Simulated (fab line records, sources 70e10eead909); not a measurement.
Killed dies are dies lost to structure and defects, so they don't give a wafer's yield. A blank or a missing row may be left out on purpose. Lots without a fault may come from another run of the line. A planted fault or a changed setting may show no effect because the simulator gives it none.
Chamber matching | flow nand_harc | NHARC_A_STAIRCASE_STRIP_476 on rie_diel-11: 4 sister chambers
The step strips in O2, time 20 s. 16 wafers are shown with their chamber, then 8 later ones without.

WAFERS WITH THEIR CHAMBER
wafer  | chamber | showerhead_plenum_p_Torr (Torr) | throttle_valve_pct (%) | rf_vpp_V (V)
L075.2 | 2       | 3.72                            | 17.050                 | 58.4
L075.3 | 0       | 3.28                            | 17.056                 | 58.1
L075.5 | 2       | 3.72                            | 17.029                 | 57.6
L078.2 | 3       | 3.75                            | 17.028                 | 58.0
L078.3 | 1       | 3.40                            | 17.032                 | 58.9
L078.6 | 3       | 3.75                            | 17.025                 | 57.6
L080.3 | 0       | 3.80                            | 17.055                 | 58.1
L080.4 | 1       | 3.40                            | 17.038                 | 57.6
L080.6 | 2       | 3.72                            | 17.028                 | 60.8
L081.1 | 0       | 3.80                            | 17.043                 | 59.2
L081.5 | 2       | 3.71                            | 17.045                 | 58.4
L081.6 | 1       | 3.40                            | 17.022                 | 57.0
L082.2 | 2       | 3.71                            | 17.028                 | 57.6
L082.5 | 2       | 3.71                            | 17.026                 | 58.1
L082.6 | 1       | 3.40                            | 17.036                 | 55.9
L085.2 | 2       | 3.71                            | 17.044                 | 57.0

SIGNATURES (means of the wafers above)
reading                  | chamber 0 | chamber 1 | chamber 2 | chamber 3 | scatter within a chamber
showerhead_plenum_p_Torr | 3.6267    | 3.4000    | 3.7143    | 3.7500    | 0.123
throttle_valve_pct       | 17.05133  | 17.03200  | 17.03571  | 17.02650  | 0.00856
rf_vpp_V                 | 58.467    | 57.350    | 58.271    | 57.800    | 1.1
Rule: a wafer's distance from a chamber is the root of the sum, over the readings, of the square of ((its reading less the chamber's mean) divided by the reading's scatter). The wafer belongs to the nearest chamber; if the next one is less than 2 further off, it can't be placed. The scatter: the root of (the sum of the squares of (reading less its chamber's mean) over the shown wafers, divided by (wafers less chambers)).

WAFERS WITHOUT THEIR CHAMBER
wafer  | showerhead_plenum_p_Torr (Torr) | throttle_valve_pct (%) | rf_vpp_V (V)
L085.3 | 3.39                            | 17.044                 | 57.9
L085.5 | 3.71                            | 17.031                 | 59.2
L088.3 | 3.70                            | 17.039                 | 58.4
L088.4 | 3.73                            | 17.039                 | 58.1
L088.6 | 3.39                            | 17.050                 | 55.1
L089.2 | 3.72                            | 17.038                 | 57.6
L089.3 | 3.38                            | 17.052                 | 57.1
L089.6 | 3.79                            | 17.014                 | 58.7

WHICH CHAMBER EACH WENT THROUGH
wafer  | from the rows above               | in truth
L085.3 | can't be placed: 1 or 0 or 2      | 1
L085.5 | can't be placed: 2 or 3 or 0      | 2
L088.3 | can't be placed: 2 or 0 or 3      | 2
L088.4 | can't be placed: 2 or 3 or 0      | 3
L088.6 | can't be placed: 1 or 0 or 2 or 3 | 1
L089.2 | can't be placed: 2 or 3 or 0      | 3
L089.3 | can't be placed: 1 or 0 or 2 or 3 | 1
L089.6 | can't be placed: 3 or 2           | 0
Placed correctly: 0 of 8. Can't be placed from these rows: 8 (the true chamber is among the candidates in 7). Placed wrongly: 0.
